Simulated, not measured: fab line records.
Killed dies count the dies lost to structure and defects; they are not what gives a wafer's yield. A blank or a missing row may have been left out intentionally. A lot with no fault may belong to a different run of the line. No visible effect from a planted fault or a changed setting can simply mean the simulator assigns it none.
Struck lot and sound lot, side by side -- flow nand-harc -- 43 out of 1159 route steps
Sound: the wafers L337.3, L337.4, L337.6. Struck: wafer L346.5 (left out: L346.1, L346.4 of the same lot, which were not struck); the cause appears at the end.
At each step with rows: each side's tool, then ch and its chambers, then its first start. Under that, the readings that differ: sound wafers -- struck wafers -- difference of the means -- sigmas: that difference in standard deviations of wafers without a fault.
alike: a reading whose means differ by less than 2 such deviations, as well as words and numbers matching on both sides. not compared: withheld readings; readings where some wafer has no value; bounds like >300 that might hide an equal value; numbers whose values overlap and for which the record gives no deviation.
Wherever a step has rows on one side only, a row that says differs or no value, or a row with sigmas, the two part there. Numbers that have no deviation but don't overlap get no sigmas and don't part them. A reading that every wafer of one side lacks parts them only if that side has two wafers or more.

first, 3 steps without rows for these wafers: NHARC_A_CONTACT_EXPOSE_39 (exposes mask A CC 3); NHARC_A_CONTACT_PEB_40 (peb time 65 s); NHARC_A_CONTACT_DEVELOP_41 (develop time 35 s).
NHARC_A_CONTACT_CD_MEAS_42 targets a cd of 200 nm.
  sound on cd-sem-01 ch 0, day 18 12:14; struck on cd-sem-03 ch 0, day 20 16:10
  alike: cd-nm
NHARC_A_CONTACT_OVL_MEAS_43:
  struck on overlay-01, day 20 16:16; sound on overlay-01, day 18 12:19
reading,sound,struck,difference,sigmas
overlay-x-nm (nm),-1.0 -0.5 -0.8,1.5,+2.3,+2
  alike: overlay-y-nm
NHARC_A_CONTACT_INSPECT_44:
  struck on defect-inspect-01, day 20 16:18; sound on defect-inspect-01, day 18 12:21
  alike: raw-defect-count
then, 2 steps without rows for these wafers: NHARC_A_CONTACT_DESCUM_47 (chemistry O2, time 3 s); NHARC_A_CONTACT_ETCH_48 (etches the open film in CF4, target depth 39 nm, time 65 s).
NHARC_A_CONTACT_ETCH_49: etches the open film in N2/H2, target depth 260 nm, time 475.3 s.
  sound on rie-diel-03 ch 0,3; struck on rie-diel-10 ch 3
  alike: drypump-motor-current-A, oes-product-au, rf-vpp-V, showerhead-plenum-p-Torr, throttle-valve-pct
  not compared: rf-hours-counter-h
then, 2 steps without rows for these wafers: NHARC_A_CONTACT_ETCH_50 (etches the open film in CF4/CHF3, target depth 84.7 nm, time 42.4 s); NHARC_A_CONTACT_ETCH_51 (etches the open film in O2/COS, target depth 3600 nm, time 936 s).
NHARC_A_CONTACT_ETCH_111: etches the open film in C4F8/O2/Ar, time 140 s, target depth 700 nm.
  sound on har-cap-etch-02 ch 0,1, day 18 14:01; struck on har-cap-etch-02 ch 1, day 20 17:37
  not compared: rf-hours-counter-h
NHARC_A_CONTACT_ETCH_112: etches the open film in C4F8/O2/Ar, time 94 s, target depth 922 nm.
  sound on har-cap-etch-02 ch 0,1, day 18 14:10; struck on har-cap-etch-02 ch 1, day 20 17:49
  not compared: rf-hours-counter-h
then, 5 steps without rows for these wafers: NHARC_A_CONTACT_ETCH_113 (etches the open film in C4F8/O2/Ar, time 94 s, target depth 922 nm); NHARC_A_CONTACT_ETCH_114 (etches the open film in C4F8/O2/Ar, time 94 s, target depth 922 nm); NHARC_A_CONTACT_ETCH_115 (etches the open film in C4F8/O2/Ar, time 94 s, target depth 922 nm); NHARC_A_CONTACT_ETCH_116 (etches the open film in C4F8/O2/Ar, time 94 s, target depth 922 nm); NHARC_A_CONTACT_ETCH_117 (etches the open film in C4F8/O2/Ar, time 94 s, target depth 922 nm).
NHARC_A_CONTACT_ETCH_118: etches the open film in C4F8/O2/Ar, time 94 s, target depth 922 nm.
  sound on har-cap-etch-02 ch 0,1, day 18 14:43; struck on har-cap-etch-02 ch 1, day 20 18:22
  not compared: rf-hours-counter-h
then, 5 steps without rows for these wafers: NHARC_A_CONTACT_ETCH_119 (etches the open film in C4F8/O2/Ar, time 94 s, target depth 922 nm); NHARC_A_CONTACT_ETCH_120 (etches the open film in C4F8/O2/Ar, time 94 s, target depth 922 nm); NHARC_A_CONTACT_ETCH_121 (etches the open film in C4F8/O2/Ar, time 94 s, target depth 922 nm); NHARC_A_CONTACT_ETCH_122 (etches the open film in C4F8/O2/Ar, time 95 s, target depth 930 nm); NHARC_A_CONTACT_ETCH_123 (etches the open film in C4F8/O2/Ar, time 253 s, target depth 1090 nm).
NHARC_A_CONTACT_ETCH_90: etches the open film in CH3F/O2, target depth 40 nm, time 85.7 s.
  sound on rie-diel-07 ch 1,2, day 18 15:44; struck on rie-diel-07 ch 0, day 20 19:28
reading,sound,struck,difference,sigmas
rf-vpp-V (V),242.5 240.5 243.1,246.6,+4.6,+3
showerhead-plenum-p-Torr (Torr),2.32 2.29 2.32,2.63,+0.32,+3
  alike: drypump-motor-current-A, o2-flow-sccm, oes-product-au, throttle-valve-pct
  not compared: rf-hours-counter-h
then, 1 step without rows for these wafers: NHARC_A_CONTACT_ETCH_96 (etches the open film in C4F6/O2, target depth 20 nm, time 10 s).
NHARC_A_CONTACT_CD_MEAS_53:
  struck on cd-sem-02, day 20 19:40; sound on cd-sem-02, day 18 16:00
  alike: cd-nm
then, 7 steps without rows for these wafers: NHARC_A_CONTACT_STRIP_99 (strips in N2/H2); NHARC_A_CONTACT_STRIP_100 (strips in CF4/CHF3); NHARC_A_CONTACT_STRIP_101 (strips in O2/COS); NHARC_A_CONTACT_ETCH_102 (etches the open film in CF4/O2, target depth 70 nm, overetch 7 nm, time 38.5 s); NHARC_A_CONTACT_STRIP_55 (strips in O2); NHARC_A_CONTACT_STRIP_56 (strips in post etch residue remover, time 600 s); NHARC_A_CONTACT_DEP_57 (deposits aC, target thk 2800 nm).
NHARC_A_CONTACT_DEP_58: deposits SiON, target thk 60 nm.
  sound on pecvd-03 ch 1,2, day 18 20:01; struck on pecvd-01 ch 2, day 20 22:38
  alike: chamber-pressure-Torr, heater-power-w
then, 7 steps without rows for these wafers: NHARC_A_CONTACT_DEHYDRATE_59 (time 120 s); NHARC_A_CONTACT_HMDS_60 (time 30 s); NHARC_A_CONTACT_COAT_61 (time 75 s); NHARC_A_CONTACT_COAT_62 (time 65 s); NHARC_A_CONTACT_COAT_63 (resist thk 90 nm); NHARC_A_CONTACT_SOFTBAKE_64 (time 55 s); NHARC_A_CONTACT_EBR_65.
-- jump in the record: it breaks off in module A_CONTACT and resumes in module END (first step shown: number 1159 of the route), and 3 days separate the struck wafers' starts before and after --
NHARC_END_SORT_01:
  sound on prober-02 ch 0, day 21 12:05; struck on prober-02 ch 0, day 23 19:17
reading,sound,struck,difference,sigmas
killed-at-array,12 9 11,111,+100,+8
killed-dies,22 14 16,114,+97,+8
  alike: killed-at-other, killed-at-periphery, killed-open, killed-short

== WHERE THEY PART ==
First at NHARC_A_CONTACT_OVL_MEAS_43; last, within this record, at NHARC_END_SORT_01.

WHY: what had been put in by the simulator
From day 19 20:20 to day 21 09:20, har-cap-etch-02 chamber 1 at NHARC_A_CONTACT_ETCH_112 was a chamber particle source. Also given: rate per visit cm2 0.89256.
